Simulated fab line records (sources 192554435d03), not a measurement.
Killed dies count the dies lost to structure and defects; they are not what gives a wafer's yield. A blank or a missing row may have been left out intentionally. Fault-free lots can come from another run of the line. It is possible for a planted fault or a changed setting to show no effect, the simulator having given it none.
Split-lot study / flow n5 finfet / on a route of 1938 steps: 7 lots, 39 wafers read

## SPLIT DETAILS
At N5_GATE_CUT_HM_DEP_46 (deposits SiO2 from TEOS/O2, target thk 130 nm, time 26.6 s), the setting time s was moved away from the recipe's 26.6 s on 15 of the 39 wafers read, by -9.6% to +12.1%. All remaining wafers had this setting at the recipe value.

## FROM THE SPLIT TO THE READING: what the file shows between them, 9 steps
- N5_GATE_CUT_COAT_34: time 60 s, resist thk 60 nm
- N5_GATE_CUT_COAT_35: time 60 s, resist thk 10 nm
- N5_GATE_CUT_STRIP_38: strips in N2/H2
- N5_GATE_CUT_STRIP_39: strips in N2/H2
- N5_GATE_CUT_HM_OPEN_40: chemistry C4F6/O2, target SiO2, target depth 139 nm, time 85.1 s
- N5_GATE_CUT_STRIP_41: strips in CF4
- N5_GATE_CUT_STRIP_42: strips in O2
- N5_GATE_CUT_ALD_22: deposits SiNx, target thk 16 nm, pulse time 1 s, ald cycles 320
- N5_GATE_CUT_CMP_23: polishes, stops on SiO2, t overpolish 23.4 s, target thk 16 nm

## THE READING
GC_FILL_THK (nm), taken at N5_GATE_CUT_THK_MEAS_24. On this fab line, fault-free wafers typically give 220.0 nm with a standard deviation of 2 nm.

wafer=L076.1; tool, chamber at the split=pecvd-02, 0; time s as run, s=26.6; against the recipe=recipe; GC_FILL_THK, nm=218.4; against lot-mates on the recipe=-
wafer=L076.2; tool, chamber at the split=pecvd-02, 2,1; time s as run, s=24.76; against the recipe=-6.9%; GC_FILL_THK, nm=208.5; against lot-mates on the recipe=-10.3
wafer=L076.3; tool, chamber at the split=pecvd-02, 1; time s as run, s=26.6; against the recipe=recipe; GC_FILL_THK, nm=216.5; against lot-mates on the recipe=-
wafer=L076.4; tool, chamber at the split=pecvd-02, 0; time s as run, s=26.6; against the recipe=recipe; GC_FILL_THK, nm=221.5; against lot-mates on the recipe=-
wafer=L076.5; tool, chamber at the split=pecvd-02, 2,1; time s as run, s=24.76; against the recipe=-6.9%; GC_FILL_THK, nm=210.2; against lot-mates on the recipe=-8.6
wafer=L076.6; tool, chamber at the split=pecvd-02, 2; time s as run, s=24.76; against the recipe=-6.9%; GC_FILL_THK, nm=212.9; against lot-mates on the recipe=-5.9
wafer=L080.1; tool, chamber at the split=pecvd-03, 0; time s as run, s=26.6; against the recipe=recipe; GC_FILL_THK, nm=217.6; against lot-mates on the recipe=-
wafer=L080.2; tool, chamber at the split=pecvd-03, 1; time s as run, s=24.81; against the recipe=-6.7%; GC_FILL_THK, nm=211.0; against lot-mates on the recipe=-7.3
wafer=L080.3; tool, chamber at the split=pecvd-03, 2; time s as run, s=24.81; against the recipe=-6.7%; GC_FILL_THK, nm=208.1; against lot-mates on the recipe=-10.2
wafer=L080.4; tool, chamber at the split=pecvd-03, 0; time s as run, s=26.6; against the recipe=recipe; GC_FILL_THK, nm=219.2; against lot-mates on the recipe=-
wafer=L080.5; tool, chamber at the split=pecvd-03, 1; time s as run, s=24.81; against the recipe=-6.7%; GC_FILL_THK, nm=214.2; against lot-mates on the recipe=-4.1
wafer=L080.6; tool, chamber at the split=pecvd-03, 2; time s as run, s=26.6; against the recipe=recipe; GC_FILL_THK, nm=218.0; against lot-mates on the recipe=-
wafer=L084.1; tool, chamber at the split=pecvd-02, 0; time s as run, s=26.6; against the recipe=recipe; GC_FILL_THK, nm=218.1; against lot-mates on the recipe=-
wafer=L084.2; tool, chamber at the split=pecvd-02, 1; time s as run, s=26.6; against the recipe=recipe; GC_FILL_THK, nm=218.2; against lot-mates on the recipe=-
wafer=L084.3; tool, chamber at the split=pecvd-02, 2; time s as run, s=24.04; against the recipe=-9.6%; GC_FILL_THK, nm=210.5; against lot-mates on the recipe=-8.4
wafer=L084.4; tool, chamber at the split=pecvd-02, 0; time s as run, s=24.04; against the recipe=-9.6%; GC_FILL_THK, nm=208.3; against lot-mates on the recipe=-10.6
wafer=L084.5; tool, chamber at the split=pecvd-02, 1; time s as run, s=26.6; against the recipe=recipe; GC_FILL_THK, nm=220.4; against lot-mates on the recipe=-
wafer=L084.6; tool, chamber at the split=pecvd-02, 2; time s as run, s=24.04; against the recipe=-9.6%; GC_FILL_THK, nm=209.5; against lot-mates on the recipe=-9.4
wafer=L087.1; tool, chamber at the split=pecvd-04, 2; time s as run, s=26.6; against the recipe=recipe; GC_FILL_THK, nm=223.2; against lot-mates on the recipe=-
wafer=L087.5; tool, chamber at the split=pecvd-04, 2; time s as run, s=26.6; against the recipe=recipe; GC_FILL_THK, nm=222.6; against lot-mates on the recipe=-
wafer=L087.6; tool, chamber at the split=pecvd-04, 0; time s as run, s=26.6; against the recipe=recipe; GC_FILL_THK, nm=220.3; against lot-mates on the recipe=-
wafer=L092.1; tool, chamber at the split=pecvd-02, 2; time s as run, s=29.81; against the recipe=+12.1%; GC_FILL_THK, nm=234.5; against lot-mates on the recipe=+14.6
wafer=L092.2; tool, chamber at the split=pecvd-02, 0; time s as run, s=26.6; against the recipe=recipe; GC_FILL_THK, nm=219.0; against lot-mates on the recipe=-
wafer=L092.3; tool, chamber at the split=pecvd-02, 1; time s as run, s=29.81; against the recipe=+12.1%; GC_FILL_THK, nm=230.3; against lot-mates on the recipe=+10.4
wafer=L092.4; tool, chamber at the split=pecvd-02, 2; time s as run, s=29.81; against the recipe=+12.1%; GC_FILL_THK, nm=236.5; against lot-mates on the recipe=+16.6
wafer=L092.5; tool, chamber at the split=pecvd-02, 1; time s as run, s=26.6; against the recipe=recipe; GC_FILL_THK, nm=219.5; against lot-mates on the recipe=-
wafer=L092.6; tool, chamber at the split=pecvd-02, 0; time s as run, s=26.6; against the recipe=recipe; GC_FILL_THK, nm=221.1; against lot-mates on the recipe=-
wafer=L093.1; tool, chamber at the split=pecvd-03, 1; time s as run, s=26.6; against the recipe=recipe; GC_FILL_THK, nm=220.8; against lot-mates on the recipe=-
wafer=L093.2; tool, chamber at the split=pecvd-03, 0,2; time s as run, s=28.37; against the recipe=+6.7%; GC_FILL_THK, nm=226.5; against lot-mates on the recipe=+6.3
wafer=L093.3; tool, chamber at the split=pecvd-03, 0,2; time s as run, s=28.37; against the recipe=+6.7%; GC_FILL_THK, nm=227.2; against lot-mates on the recipe=+7.0
wafer=L093.4; tool, chamber at the split=pecvd-03, 0; time s as run, s=26.6; against the recipe=recipe; GC_FILL_THK, nm=219.4; against lot-mates on the recipe=-
wafer=L093.5; tool, chamber at the split=pecvd-03, 1; time s as run, s=28.37; against the recipe=+6.7%; GC_FILL_THK, nm=230.6; against lot-mates on the recipe=+10.4
wafer=L093.6; tool, chamber at the split=pecvd-03, 2; time s as run, s=26.6; against the recipe=recipe; GC_FILL_THK, nm=220.4; against lot-mates on the recipe=-
wafer=L095.1; tool, chamber at the split=pecvd-04, 0; time s as run, s=26.6; against the recipe=recipe; GC_FILL_THK, nm=219.2; against lot-mates on the recipe=-
wafer=L095.2; tool, chamber at the split=pecvd-04, 1; time s as run, s=26.6; against the recipe=recipe; GC_FILL_THK, nm=220.0; against lot-mates on the recipe=-
wafer=L095.3; tool, chamber at the split=pecvd-04, 2,0; time s as run, s=26.6; against the recipe=recipe; GC_FILL_THK, nm=221.5; against lot-mates on the recipe=-
wafer=L095.4; tool, chamber at the split=pecvd-04, 1; time s as run, s=26.6; against the recipe=recipe; GC_FILL_THK, nm=220.5; against lot-mates on the recipe=-
wafer=L095.5; tool, chamber at the split=pecvd-04, 2,0; time s as run, s=26.6; against the recipe=recipe; GC_FILL_THK, nm=221.5; against lot-mates on the recipe=-
wafer=L095.6; tool, chamber at the split=pecvd-04, 2; time s as run, s=26.6; against the recipe=recipe; GC_FILL_THK, nm=222.7; against lot-mates on the recipe=-
Rows listing several chambers each stand for several wafers; the file does not say which wafer went through which chamber.

THE FIT
A straight line over all 39 wafers: GC_FILL_THK changes by +1.19 nm for each +1% of time s; r = +0.96; the points scatter about the line by 1.9 nm.
The same after taking each lot's own level away (the mean of its wafers on the recipe; 39 wafers): +1.11 nm for each +1%; r = +0.97; scatter 1.6 nm.
The reading moves by 13 nm for the largest change in time s, on that fit.
The span of the lots' own levels, 218.27 to 222.03 nm, comes to 1.9 times the standard deviation stated above.
Hence the lot-to-lot level has little effect on the slope; both slopes agree.
Check: with one of the wafers moved furthest among these (+12.1%) left out of the fit, the line predicts +13.4 nm for it against its lot-mates. Against them it came out at +14.6 nm.

## OTHER SPLITS ON THESE WAFERS
These wafers also went through other splits before the reading. Each is held against what the fit with the lots' levels taken away leaves over:
other split on the same wafers=N5_FIN_SAQP_SPACER1_ALD_24 ald cycles; wafers away from the commonest value=12; r with GC_FILL_THK (lot level and that fit taken away)=+0.09
other split on the same wafers=N5_FIN_CUT_CUT_ETCH_26 source w; wafers away from the commonest value=18; r with GC_FILL_THK (lot level and that fit taken away)=+0.11
other split on the same wafers=N5_SD_EPI_N_EPI_21 pressure torr; wafers away from the commonest value=30; r with GC_FILL_THK (lot level and that fit taken away)=+0.04
other split on the same wafers=N5_HKMG_FIN_ETCH_58 bias w; wafers away from the commonest value=6; r with GC_FILL_THK (lot level and that fit taken away)=-0.03

## THE WHOLE CHAIN: every reading that the file lists as answering this split, in the file's order
step=N5_GATE_CUT_HM_DEP_46; what it does=deposits SiO2 from TEOS/O2, target thk 130 nm, time 26.6 s; reading=SiO2_of_GATE_CUT_HM_DEP_46.thk nm (the simulator's own value, which no gauge read); change (the file's fit)=+1.1 nm for each +1% of the setting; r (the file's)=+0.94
step=N5_GATE_CUT_HM_OPEN_40; what it does=chemistry C4F6/O2, target SiO2, target depth 139 nm, time 85.1 s; reading=etch rf on time s; change (the file's fit)=withheld for each +1% of the setting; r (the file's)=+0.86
step=N5_GATE_CUT_HM_OPEN_40; what it does=chemistry C4F6/O2, target SiO2, target depth 139 nm, time 85.1 s; reading=etch.depth nm (the simulator's own value, which no gauge read); change (the file's fit)=+1.11 nm for each +1% of the setting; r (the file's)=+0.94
step=N5_GATE_CUT_HM_OPEN_40; what it does=chemistry C4F6/O2, target SiO2, target depth 139 nm, time 85.1 s; reading=SOC_of_GATE_CUT_COAT_34.thk nm (the simulator's own value, which no gauge read); change (the file's fit)=-0.217 nm for each +1% of the setting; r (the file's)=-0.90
step=N5_GATE_CUT_THK_MEAS_24; what it does=; reading=GC_FILL_THK; change (the file's fit)=+1.11 for each +1% of the setting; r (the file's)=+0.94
step=N5_GATE_CUT_CMP_43; what it does=polishes SiO2; reading=SiO2_of_GATE_CUT_HM_DEP_46.thk nm (the simulator's own value, which no gauge read); change (the file's fit)=+0.0559 nm for each +1% of the setting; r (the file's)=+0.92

## FILE'S OWN FIT
GC_FILL_THK changes by +1.11 nm for each +1% of time s, r = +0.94.
